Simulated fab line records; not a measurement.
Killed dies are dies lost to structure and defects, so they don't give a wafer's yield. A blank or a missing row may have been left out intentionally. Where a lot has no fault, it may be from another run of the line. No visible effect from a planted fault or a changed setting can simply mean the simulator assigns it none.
fab line records	flow n5-finfet
record lots=5	wafers=15	last-day=20
route steps=1938 shown BEOL_M9@1448 BEOL_M10@1470 PASSIVATION@1936
lots that met no fault: from a run of the same line without faults
start-h: hours from the record's first day to the start of the lot's first wafer shown	wait-h: hours since the lot's step before	" repeats the value in the row above	L1.1+2: one row covering several wafers at once	- no value present, or no start provided	* or withheld: withheld	< > ~ a bound
route shown NAME@n: NAME is a module with steps in the file, n the number in the route of the first one	usual: mean/standard deviation of fault-free wafers	same: alike in all rows	chamber/n: place in a boat	sites: each site's reading	_std_site: standard deviation across them	_edge_site: the outer-site mean with the inner-site mean subtracted	radius-mm: for every site, how far away it sits from the centre of the wafer	mask NAME#n: copy n	behind: the tool/chamber that last shaped the wafer	hold: why the lot went on hold/how many hours it stayed there/how the hold came to an end	device: which transistor (n, p or np) failed to switch	end of line: tests run on the same wafers once the route is complete	a step without rows: its recipe alone	killed: not the wafer's yield, but the dies lost to structure and defects at the first sort	map: a wafer's dies, x killed, . not, _ none there
set.NAME: setting as actually run; set.NAME@STEP: the setting as run at that earlier step	model.NAME: the simulator's own value behind a step, which no gauge read
lots seen at some steps along the route; tables by step, rows by wafer
services: when a tool's chamber went out of use (start-h, in hours from the record's first day, below 0 if earlier), for how many hours, and the reason
## steps
# step N5_BEOL_M9_STRIP_80
# recipe chemistry=N2/H2	time-s=10	power-w=450	temp-c=40	pressure-mtorr=20	rf-frequency-hz=6e+07	bias-power-w=7	n2-flow-sccm=200	h2-flow-sccm=200
# usual drypump-motor-current-A=5.6/0.35	oes-product-au=0.78/0.072	rf-vpp-V=59.0/0.79	showerhead-plenum-p-Torr=2.53/0.089	throttle-valve-pct=23.6/0.3
lot.wafer	tool	chamber	start-h	wait-h	drypump-motor-current-A	oes-product-au	rf-hours-counter-h	rf-vpp-V	showerhead-plenum-p-Torr	throttle-valve-pct
L477.1	rie-diel-06	2	-	-	5.9	0.79	120	60.3	2.36	23.9
L477.4	"	0	"	"	5.5	0.91	34	58.8	2.48	23.4
L477.6	"	3	"	"	5.8	0.69	-	58.8	2.51	23.6
L482.2	rie-diel-03	1	-	-	6.5	0.75	182	59.6	2.52	23.4
L482.3	"	0	"	"	6.0	0.83	63	58.3	2.61	24.2
L482.5	"	2	"	"	5.4	0.66	-	59.2	2.59	23.8
L487.2	rie-diel-06	2	-	-	5.9	0.76	141	59.2	2.35	23.9
L487.3	"	0	"	"	5.5	0.85	55	59.0	2.47	23.4
L487.5	"	3	"	"	5.8	0.68	-	58.8	2.50	23.6
L488.3	rie-diel-02	0	-	-	5.5	0.78	142	57.9	2.46	23.8
L488.5	"	1	"	"	5.4	0.81	-	58.8	2.65	23.4
L488.6	"	2	"	"	5.6	0.71	-	58.6	2.49	23.6
L498.1	rie-diel-02	1	-	-	5.5	0.78	136	59.0	2.64	23.4
L498.3	"	3	"	"	5.7	0.92	12	57.3	2.70	23.3
L498.6	"	3	"	"	5.7	0.92	-	59.4	2.70	23.3
# step N5_BEOL_M9_OCD_MEAS_38
# usual trench-depth-nm=151/3.4
lot.wafer	tool	chamber	start-h	wait-h	trench-depth-nm
L477.1	ocd-01	-	245.32	-	146
L477.4	"	-	"	"	152
L477.6	"	-	"	"	150
L482.2	ocd-02	-	282.51	-	151
L482.3	"	-	"	"	148
L482.5	"	-	"	"	149
L487.2	ocd-01	-	316.95	-	148
L487.3	"	-	"	"	150
L487.5	"	-	"	"	149
L488.3	ocd-01	-	321.03	-	150
L488.5	"	-	"	"	158
L488.6	"	-	"	"	154
L498.1	ocd-01	-	405.34	-	158
L498.3	"	-	"	"	149
L498.6	"	-	"	"	150
# step N5_BEOL_M9_HM_STRIP_39
# recipe chemistry=peroxide-tin-strip	material=TiN	target-depth-a=250	temp-c=50	time-s=158
# step N5_BEOL_M9_SRD_40
# recipe time-s=30	temp-c=23	rinse-liquid=diw	dry=ipa-marangoni
# step N5_BEOL_M9_PRECLEAN_42
# recipe chemistry=residue-remover	time-s=60	temp-c=40
# step N5_BEOL_M9_SRD_43
# recipe time-s=30	temp-c=23	rinse-liquid=diw	dry=ipa-marangoni
# step N5_BEOL_M9_CD_MEAS_35
# recipe target-cd-nm=70	target-cd-y-nm=40	polarity=opening
# usual cd-nm=70.2/0.83
lot.wafer	tool	chamber	start-h	wait-h	cd-nm
L477.1	cd-sem-03	-	245.47	0.0	71.5
L477.4	"	-	"	"	71.2
L477.6	"	-	"	"	70.2
L482.2	cd-sem-01	-	282.66	0.0	69.5
L482.3	"	-	"	"	69.5
L482.5	"	-	"	"	69.0
L487.2	cd-sem-03	-	317.10	0.0	69.5
L487.3	"	-	"	"	71.2
L487.5	"	-	"	"	69.4
L488.3	cd-sem-02	-	321.18	0.0	70.5
L488.5	"	-	"	"	71.9
L488.6	"	-	"	"	70.9
L498.1	cd-sem-03	-	405.49	0.0	70.0
L498.3	"	-	"	"	69.6
L498.6	"	-	"	"	71.0
# step N5_BEOL_M9_CURE_72
# recipe temp-c=370	time-s=120	ambient=DMADMS/He	material=SiCOH_lowk
# step N5_BEOL_M9_DEGAS_44
# recipe ambient=vacuum	temp-c=250	time-s=60
# step N5_BEOL_M9_PRE_CLEAN_45
# recipe gas=H2/He	time-s=30	temp-c=250
# usual heater-power-w=328/23
lot.wafer	tool	chamber	start-h	wait-h	heater-power-w
L477.1	pvd-sputter-01	-	245.97	0.0	361
L477.4	"	-	"	"	340
L477.6	"	-	"	"	352
L482.2	pvd-sputter-03	-	283.14	0.0	356
L482.3	"	-	"	"	320
L482.5	"	-	"	"	351
L487.2	pvd-sputter-01	-	317.94	0.0	299
L487.3	"	-	"	"	373
L487.5	"	-	"	"	335
L488.3	pvd-sputter-03	-	321.81	0.0	342
L488.5	"	-	"	"	359
L488.6	"	-	"	"	318
L498.1	pvd-sputter-03	-	406.03	0.0	338
L498.3	"	-	"	"	367
L498.6	"	-	"	"	352
# step N5_BEOL_M9_ALD_74
# recipe material=TaN	target-thk-a=20	temp-c=275	ald-precursor-family=PDMAT	ald-co-reactant=NH3	pressure-torr=3	carrier-flow-sccm=1500	pulse-time-s=2	purge-time-s=3	co-reactant-purge-time-s=2	co-reactant-pulse-time-s=3	ald-cycles=40	precursor-vessel-temp-c=75	precursor-vessel-pressure-torr=26.25	precursor-vessel-carrier-sccm=1000
# step N5_BEOL_M9_SURFACE_TREAT_79
# recipe gas=Ar	time-s=*	ion-energy-ev=*	ion-current-ma-cm2=0.5	pressure-mtorr=*	ar-flow-sccm=30
# step N5_BEOL_M9_CVD_78
# recipe material=Co	target-thk-a=20	temp-c=withheld	precursor=CCTBA/H2	pressure-torr=30	time-s=138.9
# usual chamber-pressure-Torr=30.01/0.067
lot.wafer	tool	chamber	start-h	wait-h	chamber-pressure-Torr
L477.1	cvd-co-02	2	246.68	0.1	30.08
L477.4	"	0	"	"	29.98
L477.6	"	1	"	"	30.01
L482.2	cvd-co-01	1	283.74	0.1	29.90
L482.3	"	2	"	"	29.97
L482.5	"	2	"	"	30.06
L487.2	cvd-co-01	1	318.36	0.0	30.07
L487.3	"	2	"	"	29.87
L487.5	"	2	"	"	30.03
L488.3	cvd-co-01	1	322.26	0.0	30.05
L488.5	"	0	"	"	30.02
L488.6	"	2	"	"	29.94
L498.1	cvd-co-02	2	406.46	0.0	30.10
L498.3	"	0	"	"	30.04
L498.6	"	1	"	"	29.98
# step N5_BEOL_M9_SPUTTER_48
# recipe material=Cu	target-thk-a=120	temp-c=-20	bias-v=60	power-w=26000	chamber-pressure-pa=0.13	time-s=2
# step N5_BEOL_M9_ECD_50
# recipe material=Cu	target-thk-a=3180
# step N5_BEOL_M9_ANNEAL_51
# recipe temp-c=225	time-s=90	ambient=N2
# step N5_BEOL_M9_CMP_52
# recipe stop-on=SiCOH_lowk	t-overpolish-s=7	down-force-psi=1	platen-rpm=50	clearing-platen-down-force-psi=1.5	clearing-platen-rpm=50	post-cmp-clean=cu-alkaline	target-thk-nm=140	clearing-platen-pad-velocity-m-s=0.99484	pad-velocity-m-s=0.99484
# step N5_BEOL_M9_THK_MEAS_53
# recipe thk-meas-gauge=xrf	reads=Cu_of_BEOL_M9_ECD_50
# usual M9_THK=138/3.6
lot.wafer	tool	chamber	start-h	wait-h	M9_THK[nm]
L477.1	film-metro-01	-	247.95	-	133
L477.4	"	-	"	"	140
L477.6	"	-	"	"	136
L482.2	film-metro-02	-	285.78	-	139
L482.3	"	-	"	"	135
L482.5	"	-	"	"	138
L487.2	film-metro-02	-	319.32	-	136
L487.3	"	-	"	"	140
L487.5	"	-	"	"	136
L488.3	film-metro-01	-	323.59	-	139
L488.5	"	-	"	"	144
L488.6	"	-	"	"	141
L498.1	film-metro-02	-	407.41	-	144
L498.3	"	-	"	"	137
L498.6	"	-	"	"	135
# step N5_BEOL_M9_PRE_CLEAN_55
# recipe gas=NH3	time-s=15	temp-c=withheld	rf-power-w=300
# step N5_BEOL_M9_DEP_56
# recipe material=SiCN	target-thk-a=150	temp-c=withheld	precursor=3MS/NH3	pressure-torr=3	rf-w=202	time-s=26.5
# step N5_BEOL_M9_RS_MEAS_57
# recipe thk-meas-gauge=four-point-probe	reads=Cu_of_BEOL_M9_ECD_50+Co_of_BEOL_M9_CVD_78+TaN_of_BEOL_M9_ALD_74
# usual M9_RS=0.152/0.0043
lot.wafer	tool	chamber	start-h	wait-h	M9_RS[ohm/sq]
L477.1	film-metro-02	-	248.09	0.1	0.158
L477.4	"	-	"	"	0.150
L477.6	"	-	"	"	0.154
L482.2	film-metro-01	-	285.95	0.1	0.151
L482.3	"	-	"	"	0.156
L482.5	"	-	"	"	0.152
L487.2	film-metro-01	-	319.46	0.1	0.154
L487.3	"	-	"	"	0.149
L487.5	"	-	"	"	0.153
L488.3	film-metro-01	-	323.73	0.1	0.151
L488.5	"	-	"	"	0.147
L488.6	"	-	"	"	0.149
L498.1	film-metro-01	-	407.54	0.1	0.145
L498.3	"	-	"	"	0.154
L498.6	"	-	"	"	0.156
# step N5_BEOL_M10_ILD_DEP_00
# recipe material=SiCOH_lowk	target-thk-a=3085.1	temp-c=300	precursor=DEMS/porogen	pressure-torr=5	rf-w=500	time-s=58
# usual chamber-pressure-Torr=5.000/0.012	heater-power-w=331/71	showerhead-plenum-p-Torr=5.740/0.02	throttle-valve-pct=14.3/1.1
lot.wafer	tool	chamber	start-h	wait-h	chamber-pressure-Torr	heater-power-w	showerhead-plenum-p-Torr	throttle-valve-pct
L477.1	pecvd-01	1	248.15	0.0	4.995	233	5.734	14.4
L477.4	"	0	"	"	5.002	292	5.721	14.4
L477.6	"	2	"	"	5.007	336	5.752	13.2
L482.2	pecvd-03	2	286.01	0.0	4.991	457	5.726	13.8
L482.3	"	1	"	"	5.002	325	5.759	13.2
L482.5	"	2	"	"	5.014	475	5.729	13.8
L487.2	pecvd-03	2	319.52	0.0	4.995	443	5.733	13.8
L487.3	"	1	"	"	5.017	277	5.748	13.5
L487.5	"	1	"	"	4.985	296	5.753	13.2
L488.3	pecvd-01	0	323.79	0.0	4.990	260	5.735	14.4
L488.5	"	1	"	"	5.004	234	5.728	13.8
L488.6	"	0	"	"	5.003	268	5.730	14.8
L498.1	pecvd-04	0	407.61	0.0	4.986	298	5.752	14.2
L498.3	"	0	"	"	4.996	311	5.783	14.3
L498.6	"	0	"	"	4.987	316	5.748	14.3
# step N5_BEOL_M10_CURE_71
# recipe temp-c=385	time-s=240	ambient=He/Ar	material=SiCOH_lowk
# usual lamp-power-pct=52.32/0.055	wafer_temp_C_max=386.9/0.69
lot.wafer	tool	chamber	start-h	wait-h	lamp-power-pct	wafer_temp_C_max
L477.1	uv-cure-01	1	248.23	0.0	52.39	388.4
L477.4	"	1	"	"	52.30	387.3
L477.6	"	1	"	"	52.36	387.4
L482.2	uv-cure-01	1	286.20	0.2	52.36	387.9
L482.3	"	1	"	"	52.35	388.1
L482.5	"	1	"	"	52.35	387.5
L487.2	uv-cure-01	1	319.71	0.2	52.28	387.3
L487.3	"	1	"	"	52.21	387.5
L487.5	"	1	"	"	52.20	387.8
L488.3	uv-cure-02	2	324.03	0.2	52.30	387.2
L488.5	"	2	"	"	52.25	386.3
L488.6	"	2	"	"	52.25	386.4
L498.1	uv-cure-02	2	407.71	0.1	52.27	385.9
L498.3	"	2	"	"	52.36	386.6
L498.6	"	2	"	"	52.30	386.4
# step N5_BEOL_M10_THK_MEAS_01
# recipe reads=SiCOH_lowk_of_BEOL_M10_ILD_DEP_00
# usual M10_ILD_THK=269/4.4
lot.wafer	tool	chamber	start-h	wait-h	M10_ILD_THK[nm]
L477.1	film-metro-02	-	248.74	0.4	262
L477.4	"	-	"	"	262
L477.6	"	-	"	"	267
L482.2	film-metro-01	-	286.63	0.4	268
L482.3	"	-	"	"	269
L482.5	"	-	"	"	269
L487.2	film-metro-02	-	320.14	0.4	263
L487.3	"	-	"	"	268
L487.5	"	-	"	"	270
L488.3	film-metro-02	-	324.38	0.3	264
L488.5	"	-	"	"	275
L488.6	"	-	"	"	264
L498.1	film-metro-02	-	408.22	0.4	267
L498.3	"	-	"	"	273
L498.6	"	-	"	"	272
# step N5_BEOL_M10_PECVD_70
# recipe material=SiO2	target-thk-a=200	temp-c=400	precursor=TEOS/O2	pressure-torr=5.5	rf-w=450	teos-flow-sccm=53.8	gas=O2	flow-sccm=3000	time-s=22.7
# step N5_BEOL_M10_HM_DEP_02
# recipe material=TiN	target-thk-a=200	temp-c=25	chamber-pressure-pa=0.49996
# step N5_BEOL_M10_COAT_59
# recipe resist=SOC	temp-c=250	time-s=60	spin-rpm=1500	resist-thk-nm=100
# step N5_BEOL_M10_COAT_60
# recipe resist=SiARC	temp-c=220	time-s=60	spin-rpm=1500	resist-thk-nm=30
# step N5_BEOL_M10_COAT_05
# recipe resist=CAR-ArF	spin-rpm=1500	resist-thk-nm=90
# step N5_BEOL_M10_EBR_07
# recipe solvent=PGMEA	ebr-width-mm=1.5
# step N5_BEOL_M10_SOFTBAKE_06
# recipe temp-c=110	time-s=60	resist=CAR-ArF
# step N5_BEOL_M10_EXPOSE_08
# recipe mask-id=M10	na=1.35	source-shape=dipole	sigma-inner=0.411	sigma-outer=0.611	polarization=te	dose-mj=53.75
# step N5_BEOL_M10_PEB_09
# recipe peb-temp-c=withheld	peb-time-s=60	resist=CAR-ArF
# step N5_BEOL_M10_DEVELOP_10
# recipe develop-time-s=30	developer=TMAH	resist=CAR-ArF	rinse-liquid=diw	dry=air-spin	dev-temp-c=23
# step N5_BEOL_M10_CD_MEAS_11
# recipe target-cd-nm=64.1	landing-energy-ev=500	detector=se-inlens	polarity=opening
# usual cd-nm=64.1/0.59
lot.wafer	tool	chamber	start-h	wait-h	cd-nm
L477.1	cd-sem-03	0	250.65	-	64.1
L477.4	"	0	"	"	63.2
L477.6	"	0	"	"	63.2
L482.2	cd-sem-03	0	288.05	-	64.1
L482.3	"	0	"	"	64.2
L482.5	"	0	"	"	64.5
L487.2	cd-sem-03	0	322.08	-	64.3
L487.3	"	0	"	"	64.0
L487.5	"	0	"	"	64.4
L488.3	cd-sem-03	0	325.94	-	63.9
L488.5	"	0	"	"	64.8
L488.6	"	0	"	"	64.2
L498.1	cd-sem-02	0	408.71	-	64.3
L498.3	"	0	"	"	64.3
L498.6	"	0	"	"	63.1
# step N5_BEOL_M10_OVL_MEAS_12
# recipe points-per-wafer=44
# usual M10_OVL=-0.5/0.77
lot.wafer	tool	chamber	start-h	wait-h	M10_OVL[nm]
L477.1	overlay-02	0	250.68	0.0	-1.2
L477.4	"	0	"	"	-0.5
L477.6	"	0	"	"	-0.2
L482.2	overlay-02	0	288.08	0.0	0.3
L482.3	"	0	"	"	-0.1
L482.5	"	0	"	"	0.0
L487.2	overlay-02	0	322.11	0.0	-1.1
L487.3	"	0	"	"	-0.6
L487.5	"	0	"	"	0.8
L488.3	overlay-01	0	325.97	0.0	-1.2
L488.5	"	0	"	"	-1.7
L488.6	"	0	"	"	-1.1
L498.1	overlay-01	0	408.74	0.0	-2.1
L498.3	"	0	"	"	-0.9
L498.6	"	0	"	"	-1.1
# step N5_BEOL_M10_DESCUM_16
# recipe chemistry=O2	time-s=7.9	source-power-w=50	bias-power-w=20	pressure-mtorr=20	rf-frequency-hz=2.712e+07	temp-c=40	resist=CAR-ArF	o2-flow-sccm=225
# step N5_BEOL_M10_ETCH_61
# recipe chemistry=CF4	target=SiARC	target-depth-a=390	mask-material=CAR-ArF	time-s=65	ion-energy-ev=80	pressure-mtorr=40	source-w=545	bias-w=36	Ar_flow_sccm=100	cf4-flow-sccm=100	ends=cleared
# step N5_BEOL_M10_ETCH_62
# recipe chemistry=N2/H2	target=SOC	target-depth-a=1100	overetch-a=220	mask-material=SiARC	temp-c=40	time-s=165	ion-energy-ev=200	pressure-mtorr=30	source-w=840	bias-w=150	n2-flow-sccm=200	h2-flow-sccm=200
# usual drypump-motor-current-A=5.6/0.41	oes-product-au=0.67/0.074	rf-vpp-V=523.6/2.9	showerhead-plenum-p-Torr=2.52/0.1	throttle-valve-pct=17.77/0.29
lot.wafer	tool	chamber	start-h	wait-h	drypump-motor-current-A	oes-product-au	rf-hours-counter-h	rf-vpp-V	showerhead-plenum-p-Torr	throttle-valve-pct
L477.1	rie-diel-01	3	251.10	0.0	5.1	0.64	164	522.1	2.40	17.76
L477.4	"	1	"	"	5.9	0.66	-	527.2	2.68	17.78
L477.6	"	3	"	"	5.1	0.64	-	521.6	2.40	17.77
L482.2	rie-diel-01	3	288.22	0.0	5.0	0.63	178	520.7	2.40	17.79
L482.3	"	2	"	"	5.1	0.59	241	521.8	2.53	18.36
L482.5	"	2	"	"	5.1	0.58	-	522.8	2.53	18.34
L487.2	rie-diel-01	3	322.69	0.0	5.1	0.62	191	519.7	2.39	17.82
L487.3	"	1	"	"	5.9	0.64	163	527.8	2.67	17.84
L487.5	"	0	"	"	6.3	0.76	-	526.4	2.57	17.46
L488.3	rie-diel-01	3	326.11	0.0	5.1	0.62	193	519.7	2.39	17.82
L488.5	"	1	"	"	5.8	0.64	-	527.5	2.67	17.83
L488.6	"	3	"	"	5.1	0.62	-	521.2	2.39	17.82
L498.1	rie-diel-05	0	408.90	0.0	5.2	0.77	14	528.1	2.72	17.56
L498.3	"	1	"	"	6.2	0.61	204	523.4	2.49	18.12
L498.6	"	0	"	"	5.2	0.78	-	528.5	2.72	17.57
# step N5_BEOL_M10_STRIP_68
# recipe chemistry=N2/H2	temp-c=40	n2-flow-sccm=200	h2-flow-sccm=200	rf-frequency-hz=6e+07
# step N5_PASSIVATION_PROBE_49
# usual defect-limited-yield=91.2/1.5	killed_at_M0_to_M3=36/10	killed_at_M4_up=14/5.2	killed-at-contacts=12/6	killed-at-front-end=37/10	killed-at-other=4/3.3	killed-dies=104/18	killed-open=68/14	killed-short=34/7.4	sort_bin_4_leakage=0.01/0.04	sort_bin_5_function=5.2/1	sort_bin_6_memory=3.3/0.7	sort-n-pass=1076/18	sort-yield-pct=91.2/1.5
# same gross-dies=1180	killed-at-back-side=0	sort_bin_8_speed[%]=0
lot.wafer	tool	chamber	start-h	wait-h	defect-limited-yield[%]	killed_at_M0_to_M3	killed_at_M4_up	killed-at-contacts	killed-at-front-end	killed-at-other	killed-dies	killed-open	killed-short	sort_bin_4_leakage[%]	sort_bin_5_function[%]	sort_bin_6_memory[%]	sort-n-pass	sort-yield-pct[%]
L498.3	prober-02	-	488.76	0.1	81.9	31	142	25	14	1	213	59	17	0	12.0	3.1	967	81.9
# killed by level:class
L498.3 BEOL_M9:unspecified=136 MOL_CONTACT_COAG:geometric-particle:open=21 BEOL_M2:geometric-particle:open=7 FIN_SAQP:geometric-particle:open=6 BEOL_M1:geometric-particle:open=5 STI_FIN_REVEAL:geometric-particle:open=4 MOL_CONTACT_COAG:geometric-particle:short=4 BEOL_M0_SAQP:geometric-particle:short=4
# map L498.3 (x killed, . not)
_________________............________________
______________.................._____________
___________.x....................x.__________
__________..........x.........x....._________
________.....x........x....x.........x_______
_______................................______
______....x......x.....x......x........._____
_____..x..x....xx..............x.........____
____......x.........................x.....___
___.....x....x.................x...........__
___..........................x.......x....x__
__........x.x..........x...x..........x....._
__.........xx.....................x..x......_
_..................xx..x....x.x.........x...x
_.......x.........x.....x.x..................
_..x....................x..........x.........
_.........x.............x.....xx.x..........x
_............................xxx.............
_........x.x.x........xxxxx.xx.x..x..........
_.....................xxxxxxxxxxxx....x......
_....................xxxxxxxxxxxxxx.....x.x..
__.......x............xxxxxxxxxxxxx........._
__...........x.......xxxxxxxxxxxxxx.......x._
___.........x......x..xxxxxxxxxxxxxxx......__
___...........x.....x.xxxxxxxxxxxxxx.......__
____.........xx..xx...xxxxxxxxxxxx.xx.....___
_____x.x.........x....xxxxxxxxxxxxx......____
______................x.xxxxxxxx...x...._____
_______...x...............xxx..x.......______
________.............................._______
__________.................x........_________
___________........................__________
______________............x....x_____________
_________________............________________
# map L477.6 (x killed, . not)
_________________x......x....________________
______________..x...x...x......._____________
___________............x....x..x...__________
__________........x.........x..x.x.._________
________.x.........x.xx..............._______
_______...x.................x..x.......______
______..........x...................x..._____
_____......x.x..x.............x....x....x____
____..x.....x..x...............x..x.....x.___
___x.....x......x...x...x...x.x......xx..x.__
___.....x................x.x...............__
__..x.......x.......x...........x..........._
__...x............x.....x..................._
_......x.............x....xx........x....x...
_x......x....x........x...............x.x..x.
_.............x...x........x.......x.........
_.......xxx..x..........xx.........x........x
_...........x.......x.......x...x............
_.............x..............................
_.......x.....xx.............x.......x.x.....
_...x....x.x.............x...................
__..x......x..............x............x...._
__.x..................x.........x....x.....x_
___.............................x..........__
___.............x..........................__
____...x..x........x............x...x.....___
_____...........x........................____
______................x..............x.._____
_______................................______
________..xx.............x............_______
__________...x...x.................x_________
___________........................__________
______________....x............x_____________
_________________..x........x________________
## services
tool	chamber	start-h	hours	kind
rie-diel-01	0	223.62	-	clean
rie-diel-01	0	223.62	-	consumable-replace:focus-ring
rie-diel-01	0	223.62	32.8	scheduled-down
pecvd-03	1	226.92	4.8	repair
rie-diel-02	3	230.01	2.4	repair
cvd-co-02	2	240.71	4.8	repair
cvd-co-01	0	243.52	11.4	repair
rie-diel-02	0	252.10	6.5	repair
pecvd-03	-	255.03	14.6	pm
cvd-co-02	-	285.01	2.8	pm
rie-diel-05	1	286.76	30.4	repair
pecvd-01	-	295.80	14.6	pm
pecvd-03	0	307.10	28.4	repair
rie-diel-01	1	313.20	6.2	repair
rie-diel-06	2	331.76	38.5	repair
cvd-co-02	-	333.80	0.5	repair
rie-diel-01	-	351.84	15.6	pm
pecvd-01	1	366.46	4.7	repair
rie-diel-03	-	377.95	28.1	pm
cvd-co-01	-	379.83	1.9	repair
pecvd-04	1	382.92	3.5	repair
rie-diel-02	-	383.26	0.5	repair
uv-cure-02	-	389.42	8.5	repair
pvd-sputter-01	-	393.50	73.0	repair
## key
first-sign step=N5_PASSIVATION_PROBE_49	reading=killed_at_M4_up	direction=up	sigmas=25	usual=14	struck=142
effect step=N5_PASSIVATION_PROBE_49	reading=defect-limited-yield	direction=down	sigmas=6.2	usual=91.2	struck=81.9
more-kills-born-at N5_BEOL_M9_CVD_78@cvd-co-02=136
met-at N5_BEOL_M9_CVD_78
struck-wafers L498.3
onset-between 246.68 406.46
fault kind=chamber-particle-source	tool=cvd-co-02	chamber=0	onset-h=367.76	steps=N5_BEOL_M9_CVD_78	rate-per-visit-cm2=1.3438	end-h=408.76
